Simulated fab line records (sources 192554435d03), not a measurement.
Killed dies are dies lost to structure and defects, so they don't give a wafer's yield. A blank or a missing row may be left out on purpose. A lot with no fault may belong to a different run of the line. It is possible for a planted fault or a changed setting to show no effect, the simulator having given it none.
Lot-split experiment :: flow n5 finfet :: 7 lots, 39 wafers read, on a route of 1938 steps

## ON THE SPLIT
At N5_PASSIVATION_ETCH_54 (etches SiO2 in CHF3/O2, target depth 880 nm, time 440 s), the setting target depth a was moved away from the recipe's 8800 angstrom on 15 of the 39 wafers read, by -60.0% to +56.5%. For the rest of the wafers, this setting stayed at what the recipe calls for.

The reading comes from the split's own step.

## THE READING
PASSIVATION.feature depth nm (the simulator's own value, which no gauge read), in nm, at N5_PASSIVATION_ETCH_54 (etches SiO2 in CHF3/O2, target depth 880 nm, time 440 s). There is no usual value for it anywhere in the file. Here, 24 wafers ran the recipe; their average is 881.4 nm with a standard deviation of 8.8 nm.

wafer: L076.1
tool, chamber at the split: rie diel-02, 2
target depth a as run, angstrom: 13720
against the recipe: +55.9%
PASSIVATION.feature depth nm, nm: 1356
against lot-mates on the recipe: +480.7

wafer: L076.2
tool, chamber at the split: rie diel-02, 0
target depth a as run, angstrom: 8800
against the recipe: recipe
PASSIVATION.feature depth nm, nm: 878.6
against lot-mates on the recipe: -

wafer: L076.3
tool, chamber at the split: rie diel-02, 3
target depth a as run, angstrom: 8800
against the recipe: recipe
PASSIVATION.feature depth nm, nm: 872.2
against lot-mates on the recipe: -

wafer: L076.4
tool, chamber at the split: rie diel-02, 2
target depth a as run, angstrom: 8800
against the recipe: recipe
PASSIVATION.feature depth nm, nm: 875
against lot-mates on the recipe: -

wafer: L076.5
tool, chamber at the split: rie diel-02, 0
target depth a as run, angstrom: 13720
against the recipe: +55.9%
PASSIVATION.feature depth nm, nm: 1367
against lot-mates on the recipe: +491.7

wafer: L076.6
tool, chamber at the split: rie diel-02, 3
target depth a as run, angstrom: 13720
against the recipe: +55.9%
PASSIVATION.feature depth nm, nm: 1352
against lot-mates on the recipe: +476.7

wafer: L078.1
tool, chamber at the split: rie diel-03, 2
target depth a as run, angstrom: 8800
against the recipe: recipe
PASSIVATION.feature depth nm, nm: 866.4
against lot-mates on the recipe: -

wafer: L078.2
tool, chamber at the split: rie diel-03, 0
target depth a as run, angstrom: 8800
against the recipe: recipe
PASSIVATION.feature depth nm, nm: 874.4
against lot-mates on the recipe: -

wafer: L078.3
tool, chamber at the split: rie diel-03, 1
target depth a as run, angstrom: 8800
against the recipe: recipe
PASSIVATION.feature depth nm, nm: 862.8
against lot-mates on the recipe: -

wafer: L078.4
tool, chamber at the split: rie diel-03, 3
target depth a as run, angstrom: 8800
against the recipe: recipe
PASSIVATION.feature depth nm, nm: 894.2
against lot-mates on the recipe: -

wafer: L078.5
tool, chamber at the split: rie diel-03, 2
target depth a as run, angstrom: 8800
against the recipe: recipe
PASSIVATION.feature depth nm, nm: 874.6
against lot-mates on the recipe: -

wafer: L078.6
tool, chamber at the split: rie diel-03, 3
target depth a as run, angstrom: 8800
against the recipe: recipe
PASSIVATION.feature depth nm, nm: 896
against lot-mates on the recipe: -

wafer: L079.1
tool, chamber at the split: rie diel-03, 3
target depth a as run, angstrom: 3521
against the recipe: -60.0%
PASSIVATION.feature depth nm, nm: 357.4
against lot-mates on the recipe: -526.7

wafer: L079.2
tool, chamber at the split: rie diel-03, 0
target depth a as run, angstrom: 8800
against the recipe: recipe
PASSIVATION.feature depth nm, nm: 894
against lot-mates on the recipe: -

wafer: L079.3
tool, chamber at the split: rie diel-03, 2
target depth a as run, angstrom: 3521
against the recipe: -60.0%
PASSIVATION.feature depth nm, nm: 350.2
against lot-mates on the recipe: -533.9

wafer: L079.4
tool, chamber at the split: rie diel-03, 1
target depth a as run, angstrom: 8800
against the recipe: recipe
PASSIVATION.feature depth nm, nm: 882.4
against lot-mates on the recipe: -

wafer: L079.5
tool, chamber at the split: rie diel-03, 2
target depth a as run, angstrom: 8800
against the recipe: recipe
PASSIVATION.feature depth nm, nm: 875.8
against lot-mates on the recipe: -

wafer: L079.6
tool, chamber at the split: rie diel-03, 1
target depth a as run, angstrom: 3521
against the recipe: -60.0%
PASSIVATION.feature depth nm, nm: 350.8
against lot-mates on the recipe: -533.3

wafer: L082.1
tool, chamber at the split: rie diel-01, 3
target depth a as run, angstrom: 8800
against the recipe: recipe
PASSIVATION.feature depth nm, nm: 881.6
against lot-mates on the recipe: -

wafer: L082.2
tool, chamber at the split: rie diel-01, 1
target depth a as run, angstrom: 13610
against the recipe: +54.7%
PASSIVATION.feature depth nm, nm: 1387
against lot-mates on the recipe: +502.1

wafer: L082.3
tool, chamber at the split: rie diel-01, 0
target depth a as run, angstrom: 13610
against the recipe: +54.7%
PASSIVATION.feature depth nm, nm: 1380
against lot-mates on the recipe: +495.1

wafer: L082.4
tool, chamber at the split: rie diel-01, 2
target depth a as run, angstrom: 8800
against the recipe: recipe
PASSIVATION.feature depth nm, nm: 885.4
against lot-mates on the recipe: -

wafer: L082.5
tool, chamber at the split: rie diel-01, 2
target depth a as run, angstrom: 13610
against the recipe: +54.7%
PASSIVATION.feature depth nm, nm: 1379
against lot-mates on the recipe: +494.1

wafer: L082.6
tool, chamber at the split: rie diel-01, 3
target depth a as run, angstrom: 8800
against the recipe: recipe
PASSIVATION.feature depth nm, nm: 887.8
against lot-mates on the recipe: -

wafer: L089.2
tool, chamber at the split: rie diel-02, 1
target depth a as run, angstrom: 8800
against the recipe: recipe
PASSIVATION.feature depth nm, nm: 883.6
against lot-mates on the recipe: -

wafer: L089.3
tool, chamber at the split: rie diel-02, 0
target depth a as run, angstrom: 8800
against the recipe: recipe
PASSIVATION.feature depth nm, nm: 884
against lot-mates on the recipe: -

wafer: L089.6
tool, chamber at the split: rie diel-02, 2
target depth a as run, angstrom: 8800
against the recipe: recipe
PASSIVATION.feature depth nm, nm: 880.2
against lot-mates on the recipe: -

wafer: L091.1
tool, chamber at the split: rie diel-03, 2
target depth a as run, angstrom: 5540
against the recipe: -37.0%
PASSIVATION.feature depth nm, nm: 569.8
against lot-mates on the recipe: -315.3

wafer: L091.2
tool, chamber at the split: rie diel-03, 1
target depth a as run, angstrom: 8800
against the recipe: recipe
PASSIVATION.feature depth nm, nm: 886.4
against lot-mates on the recipe: -

wafer: L091.3
tool, chamber at the split: rie diel-03, 3
target depth a as run, angstrom: 5540
against the recipe: -37.0%
PASSIVATION.feature depth nm, nm: 561.6
against lot-mates on the recipe: -323.5

wafer: L091.4
tool, chamber at the split: rie diel-03, 0
target depth a as run, angstrom: 5540
against the recipe: -37.0%
PASSIVATION.feature depth nm, nm: 556.6
against lot-mates on the recipe: -328.5

wafer: L091.5
tool, chamber at the split: rie diel-03, 0
target depth a as run, angstrom: 8800
against the recipe: recipe
PASSIVATION.feature depth nm, nm: 877.2
against lot-mates on the recipe: -

wafer: L091.6
tool, chamber at the split: rie diel-03, 3
target depth a as run, angstrom: 8800
against the recipe: recipe
PASSIVATION.feature depth nm, nm: 891.6
against lot-mates on the recipe: -

wafer: L092.1
tool, chamber at the split: rie diel-03, 3
target depth a as run, angstrom: 8800
against the recipe: recipe
PASSIVATION.feature depth nm, nm: 880.4
against lot-mates on the recipe: -

wafer: L092.2
tool, chamber at the split: rie diel-03, 2
target depth a as run, angstrom: 8800
against the recipe: recipe
PASSIVATION.feature depth nm, nm: 896
against lot-mates on the recipe: -

wafer: L092.3
tool, chamber at the split: rie diel-03, 1
target depth a as run, angstrom: 13770
against the recipe: +56.5%
PASSIVATION.feature depth nm, nm: 1379
against lot-mates on the recipe: +495.7

wafer: L092.4
tool, chamber at the split: rie diel-03, 0
target depth a as run, angstrom: 8800
against the recipe: recipe
PASSIVATION.feature depth nm, nm: 873.6
against lot-mates on the recipe: -

wafer: L092.5
tool, chamber at the split: rie diel-03, 2
target depth a as run, angstrom: 13770
against the recipe: +56.5%
PASSIVATION.feature depth nm, nm: 1405
against lot-mates on the recipe: +521.7

wafer: L092.6
tool, chamber at the split: rie diel-03, 1
target depth a as run, angstrom: 13770
against the recipe: +56.5%
PASSIVATION.feature depth nm, nm: 1374
against lot-mates on the recipe: +490.7

THE FIT
A straight line over all 39 wafers: PASSIVATION.feature depth nm changes by +8.82 nm for each +1% of target depth a; r = +1.00; the points scatter about the line by 11 nm.
The same after taking each lot's own level away (the mean of its wafers on the recipe; 39 wafers): +8.85 nm for each +1%; r = +1.00; scatter 9.6 nm.
The reading moves by 5.3e+02 nm for the largest change in target depth a, on that fit.
From 875.27 to 885.07 nm: that is the span of the lots' own levels, equal to 1.1 times the standard deviation above.
The two slopes are in agreement: the lot-to-lot level therefore moves the slope only a little.
Check: for one of the wafers moved furthest among these (-60.0%), held out of the fit, the line's prediction against its lot-mates is -531 nm. It came out at -527 nm against them.

## OTHER SPLITS ON THESE WAFERS
These wafers also went through other splits before the reading. Each is held against what the fit with the lots' levels taken away leaves over:
other split on the same wafers: N5_BEOL_M14_SPUTTER_43 target thk a
wafers away from the commonest value: 12
r with PASSIVATION.feature depth nm (lot level and that fit taken away): -0.27

other split on the same wafers: N5_MIM_TOP_SPUTTER_03 target thk a
wafers away from the commonest value: 12
r with PASSIVATION.feature depth nm (lot level and that fit taken away): -0.16

## THE WHOLE CHAIN: every reading that the file lists as answering this split, in the file's order
step: N5_PASSIVATION_ETCH_54
what it does: etches SiO2 in CHF3/O2, target depth 880 nm, time 440 s
reading: etch.depth nm (the simulator's own value, which no gauge read)
change (the file's fit): +8.85 nm for each +1% of the setting
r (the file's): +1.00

step: N5_PASSIVATION_ETCH_54
what it does: etches SiO2 in CHF3/O2, target depth 880 nm, time 440 s
reading: PASSIVATION.feature depth nm (the simulator's own value, which no gauge read)
change (the file's fit): +8.85 nm for each +1% of the setting
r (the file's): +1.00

## FILE'S OWN FIT
PASSIVATION.feature depth nm changes by +8.85 nm for each +1% of target depth a, r = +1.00.
